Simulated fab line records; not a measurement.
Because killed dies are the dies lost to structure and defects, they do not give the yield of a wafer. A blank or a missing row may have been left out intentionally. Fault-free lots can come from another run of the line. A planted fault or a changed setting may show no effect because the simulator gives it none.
Matching of chambers | flow n5Finfet | aldMetal-02 running N5_HKMG_FIN_ALD_36: 4 sister chambers
The step deposits TiN, target thk 1 nm, pulse time 1 s, purge time 3 s. 16 wafers are shown with their chamber, then 8 later ones without.

WAFERS, EACH WITH ITS CHAMBER
wafer  | chamber | heaterPowerW (W) | precursorPulseHeightRel
L077.1 | 3       | 924              | 0.954
L077.3 | 2       | 858              | 1.000
L077.6 | 3       | 930              | 1.031
L080.1 | 3       | 941              | 1.017
L080.3 | 1       | 730              | 0.970
L080.5 | 1       | 733              | 0.995
L084.2 | 2       | 872              | 0.985
L084.3 | 1       | 710              | 1.028
L084.5 | 3       | 911              | 1.015
L085.3 | 3       | 923              | 1.046
L085.4 | 2       | 874              | 1.019
L085.6 | 0       | 755              | 0.998
L087.1 | 1       | 719              | 1.027
L087.3 | 0       | 752              | 0.981
L087.6 | 2       | 870              | 1.006
L088.1 | 1       | 742              | 0.978

SIGNATURES (averages over the wafers above)
reading                 | chamber 0 | chamber 1 | chamber 2 | chamber 3 | scatter within a chamber
heaterPowerW            | 753.50    | 726.80    | 868.50    | 925.80    | 10.3
precursorPulseHeightRel | 0.98950   | 0.99960   | 1.00250   | 1.01260   | 0.0267
Rule: a wafer lies at a distance from a chamber equal to the root of the sum of squares, over the readings, of (its reading less the chamber's mean, divided by the reading's scatter). If the next closest chamber is less than 2 further off than the closest, the wafer can't be placed; otherwise it belongs to the closest. The scatter: take each reading less its chamber's mean, square it, sum over the shown wafers, divide by the number of wafers less the number of chambers, and take the root.

WAFERS WITH NO CHAMBER GIVEN
wafer  | heaterPowerW (W) | precursorPulseHeightRel
L088.3 | 740              | 1.038
L088.5 | 756              | 1.022
L094.1 | 860              | 1.022
L094.4 | 735              | 1.002
L094.6 | 913              | 0.986
L097.2 | 727              | 1.011
L097.5 | 839              | 1.018
L097.6 | 729              | 0.977

THE CHAMBER EACH PASSED THROUGH
wafer  | from the rows above     | in truth
L088.3 | can't be placed: 1 or 0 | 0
L088.5 | can't be placed: 0 or 1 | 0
L094.1 | 2                       | 2
L094.4 | can't be placed: 1 or 0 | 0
L094.6 | 3                       | 3
L097.2 | 1                       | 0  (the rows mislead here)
L097.5 | 2                       | 2
L097.6 | can't be placed: 1 or 0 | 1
Placed correctly: 3 of 8. Not placeable from these rows: 4 (in 4, the candidates include the true chamber). 1 placed wrongly.
